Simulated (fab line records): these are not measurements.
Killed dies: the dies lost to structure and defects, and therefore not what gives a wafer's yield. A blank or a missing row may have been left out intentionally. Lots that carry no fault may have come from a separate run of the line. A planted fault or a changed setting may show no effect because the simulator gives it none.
Split-lot trial + flow n5 finfet + 7 lots, 39 wafers read, on a route of 1938 steps

## SPLIT DETAILS
At N5_PASSIVATION_SPUTTER_20 (material TaN, target thk 50 nm), the setting target thk a was moved away from the recipe's 500 angstrom on 12 of the 39 wafers read, by -19.9% to +40.6%. This setting was run at the recipe's value on the other wafers.

The reading comes from the split's own step.

## THE READING
TaN_of_PASSIVATION_SPUTTER_20.thk nm (the simulator's own value, which no gauge read), in nm, at N5_PASSIVATION_SPUTTER_20 (material TaN, target thk 50 nm). The file does not state a usual value for it. Here, 27 wafers ran the recipe; their average is 49.9 nm with a standard deviation of 0.41 nm.

| wafer  | tool, chamber at the split | target thk a as run, angstrom | against the recipe | TaN_of_PASSIVATION_SPUTTER_20.thk nm, nm | against lot-mates on the recipe |
|--------|----------------------------|-------------------------------|--------------------|------------------------------------------|---------------------------------|
| L076.1 | pvd sputter-03, -          | 702.8                         | +40.6%             | 69.8                                     | +20.1                           |
| L076.3 | pvd sputter-03, -          | 702.8                         | +40.6%             | 69.8                                     | +20.1                           |
| L076.2 | pvd sputter-03, -          | 702.8                         | +40.6%             | 69.2                                     | +19.5                           |
| L076.4 | pvd sputter-03, -          | 500                           | recipe             | 49.8                                     | -                               |
| L076.5 | pvd sputter-03, -          | 500                           | recipe             | 49.8                                     | -                               |
| L076.6 | pvd sputter-03, -          | 500                           | recipe             | 49.6                                     | -                               |
| L083.3 | pvd sputter-02, -          | 500                           | recipe             | 49                                       | -                               |
| L083.4 | pvd sputter-02, -          | 500                           | recipe             | 49.2                                     | -                               |
| L083.6 | pvd sputter-02, -          | 500                           | recipe             | 49.4                                     | -                               |
| L080.1 | pvd sputter-02, -          | 400.7                         | -19.9%             | 40.6                                     | -9.7                            |
| L080.5 | pvd sputter-02, -          | 400.7                         | -19.9%             | 40.6                                     | -9.7                            |
| L080.2 | pvd sputter-02, -          | 400.7                         | -19.9%             | 40.4                                     | -9.9                            |
| L080.3 | pvd sputter-02, -          | 500                           | recipe             | 50.2                                     | -                               |
| L080.4 | pvd sputter-02, -          | 500                           | recipe             | 50.2                                     | -                               |
| L080.6 | pvd sputter-02, -          | 500                           | recipe             | 50.6                                     | -                               |
| L086.1 | pvd sputter-02, -          | 500                           | recipe             | 50.2                                     | -                               |
| L086.5 | pvd sputter-02, -          | 500                           | recipe             | 50.2                                     | -                               |
| L086.2 | pvd sputter-02, -          | 697                           | +39.4%             | 70                                       | +19.9                           |
| L086.6 | pvd sputter-02, -          | 697                           | +39.4%             | 70                                       | +19.9                           |
| L086.3 | pvd sputter-02, -          | 697                           | +39.4%             | 69.6                                     | +19.5                           |
| L086.4 | pvd sputter-02, -          | 500                           | recipe             | 49.8                                     | -                               |
| L091.1 | pvd sputter-01, -          | 500                           | recipe             | 50.2                                     | -                               |
| L091.2 | pvd sputter-01, -          | 500                           | recipe             | 49.8                                     | -                               |
| L091.6 | pvd sputter-01, -          | 500                           | recipe             | 49.8                                     | -                               |
| L091.3 | pvd sputter-01, -          | 500                           | recipe             | 49.2                                     | -                               |
| L091.4 | pvd sputter-01, -          | 500                           | recipe             | 50                                       | -                               |
| L091.5 | pvd sputter-01, -          | 500                           | recipe             | 49.4                                     | -                               |
| L092.1 | pvd sputter-01, -          | 603.7                         | +20.7%             | 60.2                                     | +10.1                           |
| L092.5 | pvd sputter-01, -          | 603.7                         | +20.7%             | 60.2                                     | +10.1                           |
| L092.2 | pvd sputter-01, -          | 500                           | recipe             | 50.4                                     | -                               |
| L092.3 | pvd sputter-01, -          | 603.7                         | +20.7%             | 61                                       | +10.9                           |
| L092.4 | pvd sputter-01, -          | 500                           | recipe             | 49.8                                     | -                               |
| L092.6 | pvd sputter-01, -          | 500                           | recipe             | 50.2                                     | -                               |
| L095.1 | pvd sputter-01, -          | 500                           | recipe             | 50.2                                     | -                               |
| L095.5 | pvd sputter-01, -          | 500                           | recipe             | 50.2                                     | -                               |
| L095.2 | pvd sputter-01, -          | 500                           | recipe             | 49.8                                     | -                               |
| L095.6 | pvd sputter-01, -          | 500                           | recipe             | 49.8                                     | -                               |
| L095.3 | pvd sputter-01, -          | 500                           | recipe             | 50.6                                     | -                               |
| L095.4 | pvd sputter-01, -          | 500                           | recipe             | 49.6                                     | -                               |

FIT RESULTS
A straight line over all 39 wafers: TaN_of_PASSIVATION_SPUTTER_20.thk nm changes by +0.494 nm for each +1% of target thk a; r = +1.00; the points scatter about the line by 0.44 nm.
The same after taking each lot's own level away (the mean of its wafers on the recipe; 39 wafers): +0.496 nm for each +1%; r = +1.00; scatter 0.29 nm.
According to that fit, moving target thk a by its largest amount changes the reading by 20 nm.
Measured against the standard deviation above, the lots' own levels, which go from 49.20 to 50.33 nm, span 2.8 times it.
Consequently the slope shifts little with the lot-to-lot level, the two slopes agreeing.
Check: for one of the wafers moved furthest among these (+40.6%), held out of the fit, the line's prediction against its lot-mates is +20.1 nm. Against them it came out at +20.1 nm.

## OTHER SPLITS ON THESE WAFERS
Before the reading, these wafers also passed through other splits. Each is held against what the fit with the lots' levels taken away leaves over:
| other split on the same wafers      | wafers away from the commonest value | r with TaN_of_PASSIVATION_SPUTTER_20.thk nm (lot level and that fit taken away) |
|-------------------------------------|--------------------------------------|---------------------------------------------------------------------------------|
| N5_BEOL_M12_ILD_DEP_00 target thk a | 12                                   | +0.23                                                                           |

## THE FILE'S OWN FIT
TaN_of_PASSIVATION_SPUTTER_20.thk nm changes by +0.496 nm for each +1% of target thk a, r = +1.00.
